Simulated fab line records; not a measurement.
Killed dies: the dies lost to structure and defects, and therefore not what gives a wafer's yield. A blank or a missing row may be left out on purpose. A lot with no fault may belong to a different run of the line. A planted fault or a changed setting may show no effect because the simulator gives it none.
Split-lot study / flow n5Finfet / 21 wafers read across 7 lots, on a route 1938 steps long

== ON THE SPLIT ==
At N5_BEOL_M11_COAT_59 (time 60 s, resist thk 100 nm), the setting spinRpm was moved away from the recipe's 1500 rpm on 4 of the 21 wafers read, by -6.3% to +10.9%. This setting was run at the recipe's value on the other wafers.

== FROM THE SPLIT TO THE READING: what the file shows between them, 7 steps ==
- N5_BEOL_M11_COAT_60: time 60 s, resist thk 30 nm
- N5_BEOL_M11_COAT_05: resist thk 90 nm
- N5_BEOL_M11_DESCUM_16: chemistry O2, time 7.9 s
- N5_BEOL_M11_ETCH_61: etches SiARC in CF4, target depth 39 nm, time 65 s
- N5_BEOL_M11_ETCH_62: etches SOC in N2/H2, target depth 110 nm, overetch 22 nm, time 165 s
- N5_BEOL_M11_STRIP_68: strips in N2/H2
- N5_BEOL_M11_STRIP_67: strips in CF4

== THE READING ==
SOC_of_BEOL_M11_COAT_59.thkNm (the simulator's own value, which no gauge read), in nm, at N5_BEOL_M11_HM_OPEN_17 (chemistry Cl2/BCl3, target TiN, target depth 20 nm, overetch 6 nm). There is no usual value for it anywhere in the file. The 17 wafers here that ran the recipe average 91.9 nm, standard deviation 0.28 nm.

wafer=L077.3; tool, chamber at the split=lithoTrack-03, 0; spinRpm as run, rpm=1500; against the recipe=recipe; SOC_of_BEOL_M11_COAT_59.thkNm, nm=91.8; against lot-mates on the recipe=-
wafer=L077.5; tool, chamber at the split=lithoTrack-03, 0; spinRpm as run, rpm=1500; against the recipe=recipe; SOC_of_BEOL_M11_COAT_59.thkNm, nm=92; against lot-mates on the recipe=-
wafer=L077.6; tool, chamber at the split=lithoTrack-03, 0; spinRpm as run, rpm=1500; against the recipe=recipe; SOC_of_BEOL_M11_COAT_59.thkNm, nm=92; against lot-mates on the recipe=-
wafer=L081.3; tool, chamber at the split=lithoTrack-03, 0; spinRpm as run, rpm=1500; against the recipe=recipe; SOC_of_BEOL_M11_COAT_59.thkNm, nm=91.6; against lot-mates on the recipe=-
wafer=L081.4; tool, chamber at the split=lithoTrack-03, 0; spinRpm as run, rpm=1500; against the recipe=recipe; SOC_of_BEOL_M11_COAT_59.thkNm, nm=92.2; against lot-mates on the recipe=-
wafer=L081.5; tool, chamber at the split=lithoTrack-03, 0; spinRpm as run, rpm=1500; against the recipe=recipe; SOC_of_BEOL_M11_COAT_59.thkNm, nm=91.8; against lot-mates on the recipe=-
wafer=L084.1; tool, chamber at the split=lithoTrack-02, 0; spinRpm as run, rpm=1500; against the recipe=recipe; SOC_of_BEOL_M11_COAT_59.thkNm, nm=91.8; against lot-mates on the recipe=-
wafer=L084.2; tool, chamber at the split=lithoTrack-02, 0; spinRpm as run, rpm=1500; against the recipe=recipe; SOC_of_BEOL_M11_COAT_59.thkNm, nm=92; against lot-mates on the recipe=-
wafer=L084.3; tool, chamber at the split=lithoTrack-02, 0; spinRpm as run, rpm=1664; against the recipe=+10.9%; SOC_of_BEOL_M11_COAT_59.thkNm, nm=86.8; against lot-mates on the recipe=-5.1
wafer=L085.2; tool, chamber at the split=lithoTrack-03, 0; spinRpm as run, rpm=1500; against the recipe=recipe; SOC_of_BEOL_M11_COAT_59.thkNm, nm=91.6; against lot-mates on the recipe=-
wafer=L085.3; tool, chamber at the split=lithoTrack-03, 0; spinRpm as run, rpm=1500; against the recipe=recipe; SOC_of_BEOL_M11_COAT_59.thkNm, nm=92.4; against lot-mates on the recipe=-
wafer=L085.5; tool, chamber at the split=lithoTrack-03, 0; spinRpm as run, rpm=1500; against the recipe=recipe; SOC_of_BEOL_M11_COAT_59.thkNm, nm=92; against lot-mates on the recipe=-
wafer=L091.1; tool, chamber at the split=lithoTrack-02, 0; spinRpm as run, rpm=1500; against the recipe=recipe; SOC_of_BEOL_M11_COAT_59.thkNm, nm=91.8; against lot-mates on the recipe=-
wafer=L091.4; tool, chamber at the split=lithoTrack-02, 0; spinRpm as run, rpm=1405; against the recipe=-6.3%; SOC_of_BEOL_M11_COAT_59.thkNm, nm=94.8; against lot-mates on the recipe=+3.3
wafer=L091.6; tool, chamber at the split=lithoTrack-02, 0; spinRpm as run, rpm=1500; against the recipe=recipe; SOC_of_BEOL_M11_COAT_59.thkNm, nm=91.2; against lot-mates on the recipe=-
wafer=L089.1; tool, chamber at the split=lithoTrack-02, 0; spinRpm as run, rpm=1500; against the recipe=recipe; SOC_of_BEOL_M11_COAT_59.thkNm, nm=92.2; against lot-mates on the recipe=-
wafer=L089.4; tool, chamber at the split=lithoTrack-02, 0; spinRpm as run, rpm=1500; against the recipe=recipe; SOC_of_BEOL_M11_COAT_59.thkNm, nm=92.2; against lot-mates on the recipe=-
wafer=L089.5; tool, chamber at the split=lithoTrack-02, 0; spinRpm as run, rpm=1500; against the recipe=recipe; SOC_of_BEOL_M11_COAT_59.thkNm, nm=92.2; against lot-mates on the recipe=-
wafer=L094.2; tool, chamber at the split=lithoTrack-05, 0; spinRpm as run, rpm=1500; against the recipe=recipe; SOC_of_BEOL_M11_COAT_59.thkNm, nm=92; against lot-mates on the recipe=-
wafer=L094.4; tool, chamber at the split=lithoTrack-05, 0; spinRpm as run, rpm=1581; against the recipe=+5.4%; SOC_of_BEOL_M11_COAT_59.thkNm, nm=89.4; against lot-mates on the recipe=-2.6
wafer=L094.6; tool, chamber at the split=lithoTrack-05, 0; spinRpm as run, rpm=1581; against the recipe=+5.4%; SOC_of_BEOL_M11_COAT_59.thkNm, nm=89.8; against lot-mates on the recipe=-2.2

THE FIT
A straight line over all 21 wafers: SOC_of_BEOL_M11_COAT_59.thkNm changes by -0.456 nm for each +1% of spinRpm; r = -0.98; the points scatter about the line by 0.28 nm.
The same after taking each lot's own level away (the mean of its wafers on the recipe; 21 wafers): -0.473 nm for each +1%; r = -0.99; scatter 0.22 nm.
On that fit, the largest move of spinRpm shifts the reading by 5.2 nm.
The span of the lots' own levels, 91.50 to 92.20 nm, comes to 2.5 times the standard deviation stated above.
So the lot-to-lot level changes the slope little: the two slopes agree.
Check: with one of the wafers moved furthest among these (+10.9%) left out of the fit, the line predicts -5.18 nm for it against its lot-mates. It came out at -5.1 nm against them.

== THE OTHER SPLITS THESE WAFERS WENT THROUGH ==
Note: prior to the reading, these wafers also went through further splits. Each is held against what the fit with the lots' levels taken away leaves over:
other split on the same wafers=N5_BEOL_M9_EXPOSE_08 doseMj; wafers away from the commonest value=5; r with SOC_of_BEOL_M11_COAT_59.thkNm (lot level and that fit taken away)=+0.10
other split on the same wafers=N5_BEOL_M10_COAT_05 spinRpm; wafers away from the commonest value=6; r with SOC_of_BEOL_M11_COAT_59.thkNm (lot level and that fit taken away)=+0.01
other split on the same wafers=N5_BEOL_M11_PECVD_70 timeS; wafers away from the commonest value=8; r with SOC_of_BEOL_M11_COAT_59.thkNm (lot level and that fit taken away)=+0.20

== THE WHOLE CHAIN: every reading that the file lists as answering this split, in the file's order ==
step=N5_BEOL_M11_COAT_59; what it does=time 60 s, resist thk 100 nm; reading=SOC_of_BEOL_M11_COAT_59.thkNm (the simulator's own value, which no gauge read); change (the file's fit)=-0.494 nm for each +1% of the setting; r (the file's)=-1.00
step=N5_BEOL_M11_ETCH_62; what it does=etches SOC in N2/H2, target depth 110 nm, overetch 22 nm, time 165 s; reading=etch.depthNm (the simulator's own value, which no gauge read); change (the file's fit)=-0.491 nm for each +1% of the setting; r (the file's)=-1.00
step=N5_BEOL_M11_HM_OPEN_17; what it does=chemistry Cl2/BCl3, target TiN, target depth 20 nm, overetch 6 nm; reading=SOC_of_BEOL_M11_COAT_59.thkNm (the simulator's own value, which no gauge read); change (the file's fit)=-0.475 nm for each +1% of the setting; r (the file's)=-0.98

== THE FILE'S OWN FIT ==
SOC_of_BEOL_M11_COAT_59.thkNm changes by -0.475 nm for each +1% of spinRpm, r = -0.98.
